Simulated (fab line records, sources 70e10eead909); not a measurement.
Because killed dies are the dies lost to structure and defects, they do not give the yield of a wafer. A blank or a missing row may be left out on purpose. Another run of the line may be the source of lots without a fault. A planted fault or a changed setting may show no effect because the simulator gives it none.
A lot that was struck, set against a sound lot || flow nandHarc || 15 out of 1159 route steps
Sound: the wafers L864.3, L864.4, L864.6. Wafers struck: L872.2, L872.3, L872.5. The cause is named last.
Per side, at each step with rows, come the tool, then ch with its chambers, and then its first start. Under that, the readings that differ: sound wafers || struck wafers || difference of the means || sigmas: that difference in standard deviations of wafers without a fault.
alike: same words and numbers on both sides, and readings whose means sit less than 2 such deviations apart. not compared: any withheld reading, any reading some wafer has no value for, any bound like >300 that may hide the same value, and any number with overlapping values for which the record gives no deviation.
A row with sigmas, a row that says differs or no value, or rows on one side alone: a step with any of these is where the two part. Numbers that have no deviation but don't overlap get no sigmas and don't part them. A reading that every wafer of one side lacks parts them only if that side has two wafers or more.

first, 1 step without rows for these wafers: NHARC_A_ONON_D1_DEP_09 (target thk 1000 nm).
NHARC_A_ONON_D1_THK_MEAS_11: measures by ellipsometry.
  struck on filmMetro-02, day 10 17:58; sound on filmMetro-01, day 8 20:09
  alike: thkNm
after that, 1 step with no rows for these wafers: NHARC_A_ONON_D1_DEP_12 (target thk 1000 nm).
NHARC_A_ONON_D1_THK_MEAS_14: measures by ellipsometry.
  struck on filmMetro-02, day 10 18:32; sound on filmMetro-01, day 8 20:43
  alike: thkNm
then, 2 steps without rows for these wafers: NHARC_A_ONON_D1_ANNEAL_15 (time 3600 s); NHARC_A_ONON_D1_DEP_16 (target thk 1000 nm).
NHARC_A_ONON_D1_THK_MEAS_18: measures by ellipsometry.
  struck on filmMetro-02, day 11 01:44; sound on filmMetro-02, day 9 05:37
  alike: thkNm
after that, 1 step with no rows for these wafers: NHARC_A_ONON_D1_DEP_19 (target thk 1000 nm).
NHARC_A_ONON_D1_THK_MEAS_21: measures by ellipsometry.
  struck on filmMetro-02, day 11 02:19; sound on filmMetro-02, day 9 06:13
  alike: thkNm
after that, 1 step with no rows for these wafers: NHARC_A_ONON_D1_DEP_22 (target thk 1000 nm).
NHARC_A_ONON_D1_THK_MEAS_24: measures by ellipsometry.
  struck on filmMetro-02, day 11 03:11; sound on filmMetro-02, day 9 06:47
  alike: thkNm
NHARC_A_ONON_D1_DEP_25: target thk 1000 nm.
  sound on pecvdOnon-02 ch 0, day 9 06:57; struck on pecvdOnon-01 ch 0, day 11 03:19
  alike: nh3FlowSccm, sih4FlowSccm
NHARC_A_ONON_D1_THK_MEAS_27: measures by ellipsometry.
  struck on filmMetro-01, day 11 03:46; sound on filmMetro-01, day 9 07:20
{"reading": "thkNm (nm)", "sound": "996 996 996", "struck": "593 592 591", "difference": -404, "sigmas": -37}
after that, 1 step with no rows for these wafers: NHARC_A_ONON_D1_DEP_28 (target thk 1000 nm).
-- record jumps: 11 days between struck wafers' starts before vs after; left off in module A_ONON_D1, resumes in module END, first step shown is number 1159 of the route --
NHARC_END_SORT_01:
  only the struck wafers appear in the record here, on prober-01 ch 0 at day 22 14:34; the sound ones have no rows

WHERE THEY PART
At NHARC_A_ONON_D1_THK_MEAS_27 first; at NHARC_END_SORT_01 last (within this record only).

WHY: the cause the simulator had injected
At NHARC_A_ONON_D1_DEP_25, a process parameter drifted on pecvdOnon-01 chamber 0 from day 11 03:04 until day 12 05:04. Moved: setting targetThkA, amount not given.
